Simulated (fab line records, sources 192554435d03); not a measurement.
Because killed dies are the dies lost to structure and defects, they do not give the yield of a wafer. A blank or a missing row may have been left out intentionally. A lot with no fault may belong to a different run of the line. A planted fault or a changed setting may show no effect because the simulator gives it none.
fab line records | flow n5Finfet
[record] lots = 7 wafers = 21 lastDay = 17
route steps=1938 shown SD_EPI_N@272 BEOL_M4@1111 PASSIVATION@1936
lots with no fault: from the same line, run without faults
startH: hours from the record's opening day to when the first of the lot's shown wafers began | waitH: hours from the lot's prior step to this one | " identical to the entry in the row above | L1.1+2: several wafers, shown together as one row | - no value, or no start was given | * or withheld: withheld | < > ~ a bound
route shown NAME@n: a module of which the file shows steps, and the number in the route of the first | usual: mean/standard deviation of fault-free wafers | same: alike in all rows | chamber/n: place in a boat | sites: each site's reading | _std_site: the values' standard deviation | _edge_site: outer sites' mean less inner sites' | radiusMm: for every site, how far away it sits from the centre of the wafer | mask NAME#n: copy n | behind: tool/chamber where the wafer was last shaped | hold: reason for holding the lot/hours on hold/outcome of the hold | device: whichever transistor did not switch (one of n, p or np) | end of line: tests of these same wafers at the route's end | for a step that has no rows: nothing shown but its recipe | killed: dies lost to structure and defects at the first sort, not the wafer's yield | map: shows each die of a wafer: x if killed, . if not, _ if none is there
set.NAME: the setting as run; set.NAME@STEP: as run at that earlier step | model.NAME: the simulator's own value behind a step, which no gauge read
lots at selected steps of the route; one table per step, one row per wafer
services: from which hour (startH, from the record's first day; less than 0 if before it) a tool's chamber was out of use, for how many hours, and why
[[steps]]
[step N5_SD_EPI_N_INSPECT_11]
[recipe] mode = adi inspectInstrument = macro
[usual] rawDefectCount = 2.2/1.5
// columns lot.wafer tool chamber startH waitH rawDefectCount
L630.1 defectInspect-01 - 55.99 0.0 6
L630.2 " - " " 1
L630.6 " - " " 1
L633.1 defectInspect-01 - 72.75 0.0 4
L633.2 " - " " 4
L633.4 " - " " 1
L640.1 defectInspect-01 - 119.32 0.0 4
L640.3 " - " " 4
L640.4 " - " " 0
L648.1 defectInspect-02 - 163.94 0.0 3
L648.2 " - " " 4
L648.3 " - " " 2
L649.1 defectInspect-01 - 173.62 0.0 3
L649.3 " - " " 3
L649.4 " - " " 0
L650.2 defectInspect-02 - 176.28 0.0 2
L650.3 " - " " 4
L650.5 " - " " 2
L652.1 defectInspect-02 - 186.91 0.0 1
L652.3 " - " " 1
L652.5 " - " " 2
[step N5_SD_EPI_N_DESCUM_14]
[recipe] chemistry = O2 timeS = 7.9 sourcePowerW = 50 biasPowerW = 20 pressureMtorr = 20 rfFrequencyHz = 2.712e+07 tempC = 40 resist = CAR-ArF-block o2FlowSccm = 225
[step N5_SD_EPI_N_ETCH_34]
[recipe] chemistry = CF4 target = SiARC targetDepthA = 455 maskMaterial = CAR-ArF-block timeS = 75.8 ionEnergyEv = 80 pressureMtorr = 40 sourceW = 545 biasW = 36 Ar_flow_sccm = 100 cf4FlowSccm = 100 ends = cleared
[usual] drypumpMotorCurrentA = 5.6/0.47 etchRfOnTimeS = 76.0/1.2 oesProductAu = 0.66/0.061 rfVppV = 184.0/1.2 showerheadPlenumPTorr = 2.13/0.074 throttleValvePct = 15.62/0.16
// columns lot.wafer tool chamber startH waitH drypumpMotorCurrentA etchRfOnTimeS oesProductAu rfHoursCounterH rfVppV showerheadPlenumPTorr throttleValvePct
L630.1 rieDiel-03 2 56.66 0.0 6.2 76.2 0.65 134 183.7 2.15 15.59
L630.2 " 3 " " 4.8 74.9 0.70 74 183.2 2.17 15.71
L630.6 " 1 " " 6.3 74.8 0.68 - 183.2 2.07 15.46
L633.1 rieDiel-03 0 72.82 0.0 5.1 74.2 0.82 13 184.5 2.29 15.39
L633.2 " 2 " " 6.2 76.1 0.64 142 185.5 2.15 15.63
L633.4 " 1 " " 6.3 74.5 0.67 141 181.9 2.07 15.48
L640.1 rieDiel-04 1 119.59 0.0 6.2 76.7 0.62 162 183.3 2.14 15.65
L640.3 " 0 " " 5.5 74.5 0.60 231 183.8 2.21 15.69
L640.4 " 3 " " 5.4 76.8 0.59 234 183.7 2.20 15.75
L648.1 rieDiel-03 2 164.38 0.0 6.2 77.2 0.61 175 183.9 2.14 15.68
L648.2 " 3 " " 4.8 74.8 0.66 111 183.9 2.16 15.79
L648.3 " 1 " " 6.3 75.6 0.63 175 183.6 2.06 15.54
L649.1 rieDiel-03 3 173.70 0.0 4.8 74.7 0.66 116 184.3 2.16 15.79
L649.3 " 2 " " 6.2 77.7 0.62 179 184.8 2.14 15.66
L649.4 " 1 " " 6.3 75.9 0.64 179 183.6 2.06 15.55
L650.2 rieDiel-01 3 176.34 0.0 5.9 78.0 0.66 126 185.2 2.15 15.73
L650.3 " 0 " " 5.7 77.0 0.70 86 184.0 2.08 15.40
L650.5 " 0 " " 5.7 76.8 0.69 - 183.7 2.08 15.38
L652.1 rieDiel-01 3 187.04 0.0 5.9 77.4 0.65 129 184.5 2.14 15.74
L652.3 " 2 " " 5.0 75.4 0.85 2 183.9 2.27 15.46
L652.5 " 0 " " 5.7 75.2 0.70 - 183.8 2.08 15.39
[step N5_SD_EPI_N_ETCH_35]
[recipe] chemistry = N2/H2 target = SOC overetchA = 1080 maskMaterial = SiARC tempC = 40 ionEnergyEv = 100 sourceW = 3000 biasW = 133 pressureMtorr = 20 timeS = 486 n2FlowSccm = 200 h2FlowSccm = 200
[step N5_SD_EPI_N_STRIP_36]
[recipe] chemistry = N2/H2 tempC = 40 n2FlowSccm = 200 h2FlowSccm = 200 rfFrequencyHz = 6e+07
[step N5_SD_EPI_N_ETCHBACK_44]
[recipe] chemistry = CH3F/O2 mode = anisotropicEtchback target = SiNx targetDepthA = 145 stopOn = SiO2 overEtchFrac = 0.3 ionEnergyEv = 120 pressureMtorr = 30 sourceW = 395 biasW = 73 Ar_flow_sccm = 150 CH3F_flow_sccm = 30 O2_flow_sccm = 20
[usual] drypumpMotorCurrentA = 5.6/0.48 oes_ar_750_au = 0.77/0.066 oes_f_703_au = 0.77/0.063 oes_o_777_au = 0.77/0.065 oesProductAu = 0.66/0.058 rfVppV = 299/5.9 showerheadPlenumPTorr = 1.99/0.072 throttleValvePct = 16.35/0.17
// columns lot.wafer tool chamber startH waitH drypumpMotorCurrentA oes_ar_750_au oes_f_703_au oes_o_777_au oesProductAu rfHoursCounterH rfVppV showerheadPlenumPTorr throttleValvePct
L630.1 rieDiel-03 2 57.04 0.0 6.2 0.75 0.74 0.73 0.65 134 300 2.02 16.39
L630.2 " 3 " " 4.8 0.82 0.83 0.84 0.69 74 294 2.02 16.40
L630.6 " 1 " " 6.3 0.78 0.79 0.79 0.66 - 300 1.92 16.13
L633.1 rieDiel-03 0 73.20 0.0 5.1 0.94 0.94 0.94 0.81 14 310 2.14 16.12
L633.2 " 2 " " 6.2 0.75 0.73 0.73 0.65 142 300 2.02 16.41
L633.4 " 1 " " 6.3 0.77 0.78 0.78 0.66 141 303 1.92 16.14
L640.1 rieDiel-04 1 119.97 0.0 6.2 0.74 0.74 0.74 0.62 162 299 2.00 16.42
L640.3 " 0 " " 5.5 0.71 0.72 0.72 0.60 232 288 2.06 16.37
L640.4 " 3 " " 5.4 0.70 0.71 0.70 0.60 235 301 2.06 16.51
L648.1 rieDiel-03 2 164.76 0.0 6.2 0.72 0.70 0.70 0.63 175 300 2.00 16.46
L648.2 " 3 " " 4.8 0.78 0.79 0.82 0.66 111 293 2.01 16.49
L648.3 " 1 " " 6.4 0.74 0.75 0.74 0.63 175 301 1.91 16.20
L649.1 rieDiel-03 3 174.08 0.0 4.8 0.78 0.78 0.80 0.65 116 293 2.01 16.49
L649.3 " 2 " " 6.2 0.72 0.70 0.70 0.62 179 300 2.00 16.47
L649.4 " 1 " " 6.4 0.75 0.75 0.75 0.64 179 300 1.91 16.18
L650.2 rieDiel-01 3 176.72 0.0 5.9 0.77 0.76 0.78 0.66 126 303 2.00 16.43
L650.3 " 0 " " 5.7 0.81 0.80 0.81 0.70 86 294 1.94 16.10
L650.5 " 0 " " 5.7 0.82 0.82 0.81 0.70 - 295 1.94 16.10
L652.1 rieDiel-01 3 187.42 0.0 5.9 0.76 0.75 0.77 0.66 130 305 2.00 16.44
L652.3 " 2 " " 5.0 0.98 0.99 0.99 0.84 2 297 2.12 16.20
L652.5 " 0 " " 5.7 0.81 0.81 0.81 0.69 - 296 1.94 16.11
[step N5_SD_EPI_N_ETCH_45]
[recipe] chemistry = CH3F/O2 target = SiOCN targetDepthA = 60 maskMaterial = SOC ionEnergyEv = 60 biasW = 29 pressureMtorr = 15 sourceW = 410 Ar_flow_sccm = 150 CH3F_flow_sccm = 30 O2_flow_sccm = 20
[usual] drypumpMotorCurrentA = 5.6/0.48 oesProductAu = 0.77/0.074 rfVppV = 127.4/1 showerheadPlenumPTorr = 1.98/0.072 throttleValvePct = 23.31/0.17
// columns lot.wafer tool chamber startH waitH drypumpMotorCurrentA oesProductAu rfHoursCounterH rfVppV showerheadPlenumPTorr throttleValvePct
L630.1 rieDiel-03 2 57.14 0.1 6.2 0.76 134 128.3 2.01 23.42
L630.2 " 3 " " 4.8 0.81 74 127.3 2.01 23.32
L630.6 " 1 " " 6.3 0.78 - 126.1 1.91 22.98
L633.1 rieDiel-03 0 73.30 0.1 5.1 0.96 14 127.4 2.14 23.20
L633.2 " 2 " " 6.2 0.75 142 128.3 2.01 23.44
L633.4 " 1 " " 6.4 0.77 141 125.9 1.91 23.00
L640.1 rieDiel-04 1 120.07 0.1 6.2 0.73 162 126.6 1.99 23.39
L640.3 " 0 " " 5.5 0.68 232 127.0 2.05 23.35
L640.4 " 3 " " 5.4 0.68 235 127.9 2.06 23.36
L648.1 rieDiel-03 2 164.86 0.1 6.2 0.73 175 126.4 2.00 23.48
L648.2 " 3 " " 4.8 0.77 111 127.0 2.00 23.38
L648.3 " 1 " " 6.3 0.74 175 125.7 1.90 23.05
L649.1 rieDiel-03 3 174.18 0.1 4.8 0.77 116 127.2 2.00 23.38
L649.3 " 2 " " 6.2 0.72 179 127.6 2.00 23.50
L649.4 " 1 " " 6.3 0.73 179 127.3 1.90 23.06
L650.2 rieDiel-01 3 176.82 0.1 5.9 0.77 126 127.7 1.99 23.38
L650.3 " 0 " " 5.7 0.81 86 126.9 1.93 23.03
L650.5 " 0 " " 5.7 0.82 - 127.8 1.93 23.02
L652.1 rieDiel-01 3 187.52 0.1 5.9 0.77 130 127.6 1.99 23.37
L652.3 " 2 " " 5.0 0.98 2 128.6 2.11 23.16
L652.5 " 0 " " 5.7 0.81 - 128.2 1.93 23.02
[step N5_SD_EPI_N_ETCH_16]
[recipe] chemistry = CHF3/O2 target = SiO2 targetDepthA = 50 maskMaterial = SOC pressureMtorr = 30 sourceW = 650 biasW = 170 Ar_flow_sccm = 200 CHF3_flow_sccm = 50 O2_flow_sccm = 5 ionEnergyEv = 200
[usual] drypumpMotorCurrentA = 5.6/0.47 oes_ar_750_au = 0.77/0.067 oes_f_703_au = 0.77/0.065 oes_o_777_au = 0.77/0.069 oesProductAu = 0.77/0.073 rfVppV = 526/10 showerheadPlenumPTorr = 2.40/0.085 throttleValvePct = 18.90/0.18
// columns lot.wafer tool chamber startH waitH drypumpMotorCurrentA oes_ar_750_au oes_f_703_au oes_o_777_au oesProductAu rfHoursCounterH rfVppV showerheadPlenumPTorr throttleValvePct
L630.1 rieDiel-03 2 57.24 0.1 6.2 0.75 0.74 0.74 0.76 134 530 2.43 18.95
L630.2 " 3 " " 4.8 0.82 0.83 0.83 0.82 74 517 2.44 19.00
L630.6 " 1 " " 6.4 0.78 0.79 0.78 0.79 - 530 2.32 18.65
L633.1 rieDiel-03 0 73.40 0.1 5.1 0.94 0.94 0.95 0.95 14 544 2.58 18.70
L633.2 " 2 " " 6.2 0.75 0.73 0.72 0.75 142 528 2.43 18.95
L633.4 " 1 " " 6.3 0.78 0.79 0.77 0.77 141 530 2.31 18.66
L640.1 rieDiel-04 1 120.17 0.1 6.2 0.74 0.73 0.74 0.73 162 527 2.41 18.97
L640.3 " 0 " " 5.5 0.71 0.72 0.70 0.69 232 508 2.48 18.94
L640.4 " 3 " " 5.4 0.70 0.71 0.70 0.69 235 530 2.48 19.04
L648.1 rieDiel-03 2 164.96 0.1 6.2 0.72 0.70 0.70 0.72 175 529 2.42 19.03
L648.2 " 3 " " 4.8 0.78 0.80 0.79 0.77 111 518 2.42 19.04
L648.3 " 1 " " 6.3 0.75 0.75 0.75 0.75 175 528 2.30 18.71
L649.1 rieDiel-03 3 174.28 0.1 4.8 0.78 0.79 0.79 0.77 116 516 2.42 19.06
L649.3 " 2 " " 6.2 0.71 0.70 0.71 0.73 179 528 2.42 19.02
L649.4 " 1 " " 6.3 0.74 0.75 0.75 0.74 179 528 2.30 18.73
L650.2 rieDiel-01 3 176.92 0.1 5.9 0.76 0.76 0.77 0.78 126 536 2.41 19.01
L650.3 " 0 " " 5.7 0.81 0.82 0.83 0.83 86 519 2.33 18.63
L650.5 " 0 " " 5.7 0.82 0.82 0.83 0.82 - 517 2.33 18.63
L652.1 rieDiel-01 3 187.62 0.1 5.9 0.76 0.76 0.76 0.76 130 536 2.41 19.03
L652.3 " 2 " " 5.0 0.98 0.99 1.00 0.99 2 522 2.55 18.76
L652.5 " 0 " " 5.7 0.81 0.81 0.82 0.81 - 517 2.33 18.64
[step N5_SD_EPI_N_STRIP_47]
[recipe] chemistry = CHF3/O2 resist = SiARC rfFrequencyHz = 6e+07
[step N5_SD_EPI_N_SD_RECESS_17]
[recipe] chemistry = HBr/Cl2/O2 targetDepthA = 410 maskMaterial = SOC timeS = 23.7 btTimeS = 3 pressureMtorr = 10 icpW = 800 biasW = 112 HBr_flow_sccm = 150 Cl2_flow_sccm = 80 O2_flow_sccm = 12
[step N5_SD_EPI_N_STRIP_38]
[recipe] chemistry = N2/H2 powerW = 1000 tempC = 250 h2Frac = 0.65 overashFraction = 0.3 pressureMtorr = withheld n2FlowSccm = 1750 h2FlowSccm = 3250
[usual] drypumpMotorCurrentA = 5.7/0.7 h2FlowSccm = 3250/9.9 heaterPowerW = 308/23 oesProductAu = 0.763/0.011
// columns lot.wafer tool chamber startH waitH drypumpMotorCurrentA h2FlowSccm heaterPowerW oesProductAu rfHoursCounterH
L630.1 plasmaAsher-01 0 57.41 0.1 5.2 3250 303 0.775 34
L630.2 " 1 " " 6.3 3245 342 0.754 34
L630.6 " 0 " " 5.2 3252 304 0.760 -
L633.1 plasmaAsher-02 1 73.56 0.1 6.4 3254 302 0.768 73
L633.2 " 0 " " 4.9 3243 281 0.791 73
L633.4 " 1 " " 6.4 3243 308 0.758 -
L640.1 plasmaAsher-02 1 120.33 0.1 6.4 3256 305 0.763 82
L640.3 " 1 " " 6.4 3260 305 0.789 -
L640.4 " 0 " " 4.9 3263 283 0.789 -
L648.1 plasmaAsher-01 0 165.13 0.1 5.2 3241 313 0.763 56
L648.2 " 1 " " 6.3 3257 346 0.766 56
L648.3 " 1 " " 6.3 3276 347 0.772 -
L649.1 plasmaAsher-02 0 174.45 0.1 4.9 3245 288 0.749 92
L649.3 " 1 " " 6.4 3260 300 0.751 -
L649.4 " 0 " " 4.9 3253 276 0.761 -
L650.2 plasmaAsher-01 0 177.09 0.1 5.2 3246 312 0.754 59
L650.3 " 1 " " 6.4 3273 350 0.754 -
L650.5 " 1 " " 6.3 3245 350 0.767 -
L652.1 plasmaAsher-02 0 187.79 0.1 4.9 3260 281 0.760 96
L652.3 " 1 " " 6.5 3234 305 0.772 -
L652.5 " 1 " " 6.4 3236 304 0.766 -
[step N5_SD_EPI_N_WET_ETCH_43]
[recipe] chemistry = dHF dilution = withheld timeS = 14 target = SiO2 targetDepthA = 15 tempC = 25
[step N5_SD_EPI_N_STRIP_18]
[recipe] chemistry = SPM timeS = 750 tempC = 130 h2so4H2o2VolRatio = 4
[usual] bathGuardTempC = 130.1/0.65 bathHeatDutyPct = 14.8/1.9
// columns lot.wafer tool chamber startH waitH bathGuardTempC bathHeatDutyPct
L630.1 wetBench-01 2 57.53 0.0 130.5 14.6
L630.2 " 4 " " 131.2 17.4
L630.6 " 1 " " 129.9 14.9
L633.1 wetBench-06 2 73.69 0.0 130.0 16.9
L633.2 " 7 " " 131.8 15.4
L633.4 " 3 " " 130.2 15.2
L640.1 wetBench-01 6 120.43 0.0 130.1 14.0
L640.3 " 5 " " 131.4 11.6
L640.4 " 7 " " 130.2 17.9
L648.1 wetBench-01 3 165.22 0.0 - -
L648.2 " 4 " " - -
L648.3 " 5 " " - -
L649.1 wetBench-06 6 174.54 0.0 - -
L649.3 " 1 " " - -
L649.4 " 7 " " - -
L650.2 wetBench-06 5 177.18 0.0 - -
L650.3 " 4 " " - -
L650.5 " 0 " " - -
L652.1 wetBench-03 6 187.88 0.0 131.0 15.2
L652.3 " 5 " " 129.8 13.6
L652.5 " 0 " " 130.4 13.0
[step N5_SD_EPI_N_SRD_20]
[recipe] dry = ipaMarangoni doPpb = 5 timeS = 30 tempC = 23 rinseLiquid = diw
[step N5_BEOL_M4_RC_MEAS_101]
[usual] DIBL_N = 36.4/1.6 DIBL_P = 35.9/2 IOFF_N = 0.152/0.03 IOFF_P = 0.20/0.032 ION_N = 670/12 ION_P = 459/7.3 SS_N = 71.6/0.55 SS_P = 73.2/0.69 VT_N = 251/3.5 VT_P = -252/3.2
// columns lot.wafer tool chamber startH waitH DIBL_N[mV/V] DIBL_P[mV/V] IOFF_N[nA/um] IOFF_P[nA/um] ION_N[uA/um] ION_P[uA/um] SS_N[mV/dec] SS_P[mV/dec] VT_N[mV] VT_P[mV]
L630.1 prober-01 0 171.53 0.0 35.0 33.1 0.118 0.19 655 461 70.8 72.2 253 -250
L630.2 " 0 " " 35.1 34.2 0.129 0.19 664 452 70.8 72.7 250 -251
L630.6 " 0 " " 37.3 35.3 0.152 0.21 669 457 72.0 73.2 250 -249
L633.1 prober-01 0 197.22 0.0 36.4 36.4 0.154 0.19 663 452 71.6 73.3 251 -251
L633.2 " 0 " " 36.9 37.5 0.164 0.20 675 461 72.2 73.2 249 -252
L633.4 " 0 " " 36.3 35.9 0.144 0.18 674 456 71.9 72.7 254 -253
L640.1 prober-02 0 240.08 0.0 38.2 38.4 0.182 0.25 685 471 71.2 74.6 246 -246
L640.3 " 0 " " 39.3 39.1 0.197 0.26 684 467 71.5 74.2 245 -245
L640.4 " 0 " " 35.4 33.5 0.122 0.17 655 453 71.2 73.1 255 -252
L648.1 prober-01 0 285.05 0.0 36.0 36.5 0.160 0.20 670 463 71.7 72.9 249 -250
L648.2 " 0 " " 39.9 40.5 0.245 0.26 687 461 72.9 73.9 245 -248
L648.3 " 0 " " 35.9 37.1 0.158 0.21 667 463 71.7 74.1 251 -249
L650.2 prober-01 0 305.01 0.2 35.8 34.6 0.143 0.17 663 449 71.4 72.9 251 -254
L650.3 " 0 " " 37.1 35.5 0.151 0.18 667 454 71.2 72.3 252 -254
L650.5 " 0 " " 36.3 35.1 0.149 0.17 659 447 71.2 72.1 253 -256
L649.1 prober-02 0 306.05 0.0 36.8 36.5 0.158 0.20 662 456 71.7 73.2 252 -252
L649.3 " 0 " " 33.8 32.6 0.108 0.15 647 448 70.9 71.8 255 -255
L649.4 " 0 " " 34.2 34.1 0.122 0.18 657 455 71.2 73.5 253 -252
L652.1 prober-01 0 306.70 0.0 35.0 33.3 0.119 0.14 655 450 71.1 72.2 257 -258
L652.3 " 0 " " 37.4 35.5 0.156 0.16 660 445 72.7 73.2 252 -255
L652.5 " 0 " " 35.5 33.6 0.127 0.14 657 446 71.2 72.7 254 -260
[step N5_PASSIVATION_PROBE_49]
[usual] defectLimitedYield = 91.7/1.2 killed_at_M0_to_M3 = 33/9.5 killed_at_M4_up = 13/4.9 killedAtContacts = 13/6.6 killedAtFrontEnd = 36/11 killedAtOther = 3.0/2.6 killedDies = 97/14 killedOnRim = 13/3.8 killedOpen = 65/11 killedShort = 31/6.6 sort_bin_5_function = 4.8/0.82 sort_bin_6_memory = 3.1/0.58 sortNPass = 1083/14 sortYieldPct = 91.7/1.2
[same] grossDies = 1180 killedAtBackSide = 0 sort_bin_4_leakage[%] = 0 sort_bin_8_speed[%] = 0
// columns lot.wafer tool chamber startH waitH defectLimitedYield[%] killed_at_M0_to_M3 killed_at_M4_up killedAtContacts killedAtFrontEnd killedAtOther killedDies killedOnRim killedOpen killedShort sort_bin_5_function[%] sort_bin_6_memory[%] sortNPass sortYieldPct[%]
L630.1 prober-02 - 278.57 0.0 90.7 42 11 4 46 7 110 17 78 31 5.8 3.1 1070 90.7
L630.2 prober-02 - 278.62 0.1 90.6 31 24 16 33 7 111 14 78 29 5.8 3.3 1069 90.6
L630.6 prober-02 - 278.82 0.3 91.0 37 18 12 36 3 106 17 75 29 5.3 3.6 1074 91.0
L640.1 prober-01 - 351.76 0.0 90.4 53 10 10 38 2 113 14 68 45 5.2 4.1 1067 90.4
L648.1 prober-01 - 404.64 0.0 92.5 22 9 14 40 3 88 9 54 32 4.1 3.3 1092 92.5
L648.2 prober-01 - 404.69 0.1 92.5 28 7 13 39 1 88 12 61 24 3.8 3.5 1092 92.5
L648.3 prober-01 - 404.74 0.1 90.8 52 11 8 32 5 108 12 72 35 5.9 3.1 1072 90.8
L650.2 prober-02 - 415.31 0.1 91.5 42 11 20 25 2 100 9 66 30 5.1 3.2 1080 91.5
L650.3 prober-02 - 415.36 0.1 93.1 22 12 10 37 1 82 10 52 30 4.2 2.5 1098 93.1
L650.5 prober-02 - 415.46 0.2 91.6 30 12 15 36 6 99 11 72 26 4.4 3.6 1081 91.6
// killed by level:class
L630.1 BEOL_M3:geometricParticle:open=20 FIN_SAQP:geometricParticle:short=12 FIN_SAQP:geometricParticle:open=11 STI_FIN_REVEAL:geometricParticle:open=9 BEOL_M0_SAQP:geometricParticle:open=5 BEOL_M1:geometricParticle:open=5 BEOL_M2:geometricParticle:open=5 MOL_CONTACT_COAG:geometricParticle:open=4
L630.2 MOL_CONTACT_COAG:geometricParticle:open=15 FIN_SAQP:geometricParticle:open=9 FIN_SAQP:geometricParticle:short=9 BEOL_M4:geometricParticle:open=9 BEOL_M0_SAQP:geometricParticle:open=7 BEOL_M2:geometricParticle:open=6 BEOL_M3:geometricParticle:open=6 STI_FIN_REVEAL:geometricParticle:open=5
L630.6 MOL_CONTACT_COAG:geometricParticle:open=10 BEOL_M4:geometricParticle:open=8 FIN_SAQP:geometricParticle:open=7 GATE_CUT:geometricParticle:open=7 BEOL_M3:geometricParticle:open=7 STI_FIN_REVEAL:geometricParticle:open=6 BEOL_M0_SAQP:geometricParticle:short=6 BEOL_M0_SAQP:geometricParticle:open=6
L640.1 BEOL_M0_SAQP:geometricParticle:open=11 BEOL_M0_SAQP:geometricParticle:short=11 FIN_SAQP:geometricParticle:open=10 FIN_SAQP:geometricParticle:short=8 BEOL_M3:geometricParticle:open=8 BEOL_M1:geometricParticle:open=7 MOL_CONTACT_COAG:geometricParticle:open=6 BEOL_M2:geometricParticle:open=5
L648.1 MOL_CONTACT_COAG:geometricParticle:open=11 FIN_SAQP:geometricParticle:short=10 DUMMY_GATE:geometricParticle:open=7 BEOL_M2:geometricParticle:open=7 STARTING-WAFER:geometricParticle:open=5 GATE_CUT:geometricParticle:short=4 BEOL_M0:geometricParticle:open=4 BEOL_M3:geometricParticle:open=4
L648.2 MOL_CONTACT_COAG:geometricParticle:open=12 DUMMY_GATE:geometricParticle:open=11 BEOL_M2:geometricParticle:open=6 BEOL_M4:geometricParticle:open=5 BEOL_M0_SAQP:geometricParticle:short=5 BEOL_M1:geometricParticle:open=5 BEOL_M3:geometricParticle:open=5 STI_FIN_REVEAL:geometricParticle:open=4
L648.3 BEOL_M0_SAQP:geometricParticle:open=14 BEOL_M3:geometricParticle:open=12 DUMMY_GATE:geometricParticle:open=9 MOL_CONTACT_COAG:geometricParticle:open=6 BEOL_M0_SAQP:geometricParticle:short=6 BEOL_M2:geometricParticle:open=5 BEOL_M4:geometricParticle:open=5 FIN_SAQP:geometricParticle:open=4
L650.2 MOL_CONTACT_COAG:geometricParticle:open=18 BEOL_M2:geometricParticle:open=14 BEOL_M1:geometricParticle:open=8 DUMMY_GATE:geometricParticle:open=6 STI_FIN_REVEAL:geometricParticle:open=5 BEOL_M2:geometricParticle:short=5 DUMMY_GATE:geometricParticle:short=4 BEOL_M0:geometricParticle:short=4
L650.3 STI_FIN_REVEAL:geometricParticle:open=7 MOL_CONTACT_COAG:geometricParticle:open=7 BEOL_M1:geometricParticle:open=6 BEOL_M2:geometricParticle:open=6 FIN_SAQP:geometricParticle:short=5 FIN_SAQP:geometricParticle:open=5 BEOL_M4:geometricParticle:open=3 STI_FIN_REVEAL:geometricParticle:short=3
L650.5 MOL_CONTACT_COAG:geometricParticle:open=13 DUMMY_GATE:geometricParticle:open=12 BEOL_M1:geometricParticle:open=10 BEOL_M4:geometricParticle:open=7 FIN_SAQP:geometricParticle:short=6 BEOL_M3:geometricParticle:open=6 BEOL_M2:geometricParticle:open=5 FIN_SAQP:geometricParticle:open=4
[[services]]
// columns tool chamber startH hours kind
rieDiel-03 3 38.56 4.1 repair
rieDiel-01 - 42.21 28.1 pm
rieDiel-01 2 72.79 5.0 repair
rieDiel-04 0 78.53 5.9 repair
plasmaAsher-01 - 84.24 1.7 repair
plasmaAsher-02 - 95.24 4.0 repair
rieDiel-01 0 95.75 14.8 repair
plasmaAsher-02 - 103.15 1.8 repair
wetBench-03 - 114.11 1.9 pm
rieDiel-03 3 138.36 7.2 repair
rieDiel-01 2 158.25 - clean
rieDiel-01 2 158.25 - consumableReplace:focusRing
rieDiel-01 2 158.25 - consumableReplace:showerhead
rieDiel-01 2 158.25 18.8 scheduledDown
rieDiel-01 2 158.25 18.8 ventCycle
rieDiel-04 3 166.36 - clean
rieDiel-04 3 166.36 - consumableReplace:esc
rieDiel-04 3 166.36 - consumableReplace:focusRing
rieDiel-04 3 166.36 32.4 scheduledDown
rieDiel-04 3 166.36 32.4 ventCycle
rieDiel-01 2 182.58 1.8 repair
[[key]]
[firstSign] step = N5_SD_EPI_N_STRIP_18 reading = toolRecord direction = missing
effect none on later readings
metAt N5_SD_EPI_N_STRIP_18
struckWafers L648.1,L648.2,L648.3,L649.1,L649.3,L649.4,L650.2,L650.3,L650.5
onsetBetween 120.43 165.22
[fault] kind = skippedStepWhole tool = wetBench-01,wetBench-06 chamber = - onsetH = 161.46 steps = N5_SD_EPI_N_STRIP_18 scope = struckLotsOnly
